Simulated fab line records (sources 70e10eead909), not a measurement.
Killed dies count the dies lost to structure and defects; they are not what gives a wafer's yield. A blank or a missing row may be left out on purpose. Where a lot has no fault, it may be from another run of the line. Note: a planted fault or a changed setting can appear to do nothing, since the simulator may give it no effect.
Matching of chambers -- flow nand_harc -- rie_diel-03 running NHARC_A_SLIT_ETCH_15: 4 sister chambers
The step etches the open film in O2/COS, target depth 6200 nm, time 1612 s. 14 wafers are shown with their chamber, then 7 later ones without.

## WAFERS WITH THEIR CHAMBER
wafer,chamber,drypump_motor_current_A (A),run_length_s (s),oes_product_au (a.u.)
L342.4,0,5.8,1633.4,0.984
L342.5,3,5.7,1632.6,1.001
L342.6,2,6.2,1633.9,1.009
L343.2,0,5.9,1633.3,0.991
L343.3,2,6.2,1634.0,1.013
L343.6,2,6.2,1633.9,1.012
L346.3,0,5.9,1633.7,0.995
L346.5,1,5.8,1633.1,0.982
L346.6,0,5.8,1633.7,0.979
L345.1,3,5.7,1632.3,0.995
L345.2,0,5.8,1633.3,0.981
L345.4,2,6.2,1633.9,1.017
L347.1,1,5.8,1634.0,0.999
L347.4,0,5.8,1633.3,0.989

SIGNATURES, as means of the wafers listed above
reading,chamber 0,chamber 1,chamber 2,chamber 3,scatter within a chamber
drypump_motor_current_A,5.833,5.800,6.200,5.700,0.0365
run_length_s,1633.450,1633.550,1633.925,1632.450,0.255
oes_product_au,0.98650,0.99050,1.01275,0.99800,0.00622
Rule: distance of a wafer from a chamber = root of the sum over the readings of ((wafer's reading minus chamber's mean) / reading's scatter) squared. The wafer belongs to the nearest chamber; if the next one is less than 2 further off, it can't be placed. The scatter: take each reading less its chamber's mean, square it, sum over the shown wafers, divide by the number of wafers less the number of chambers, and take the root.

## WAFERS MISSING THEIR CHAMBER
wafer,drypump_motor_current_A (A),run_length_s (s),oes_product_au (a.u.)
L347.6,5.8,1633.3,0.986
L349.1,5.7,1633.6,0.975
L349.4,5.9,1633.7,0.981
L349.5,6.2,1634.2,1.004
L362.2,6.2,1633.9,0.997
L362.5,6.2,1634.3,0.993
L362.6,5.7,1632.4,0.999

## CHAMBER TAKEN BY EACH
wafer,from the rows above,in truth
L347.6,can't be placed: 0 or 1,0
L349.1,can't be placed: 1 or 0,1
L349.4,can't be placed: 0 or 1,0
L349.5,2,2
L362.2,2,2
L362.5,2,2
L362.6,3,3
4 of 7 placed correctly. Can't be placed from these rows: 3 (the true chamber is among the candidates in 3). 0 placed wrongly.
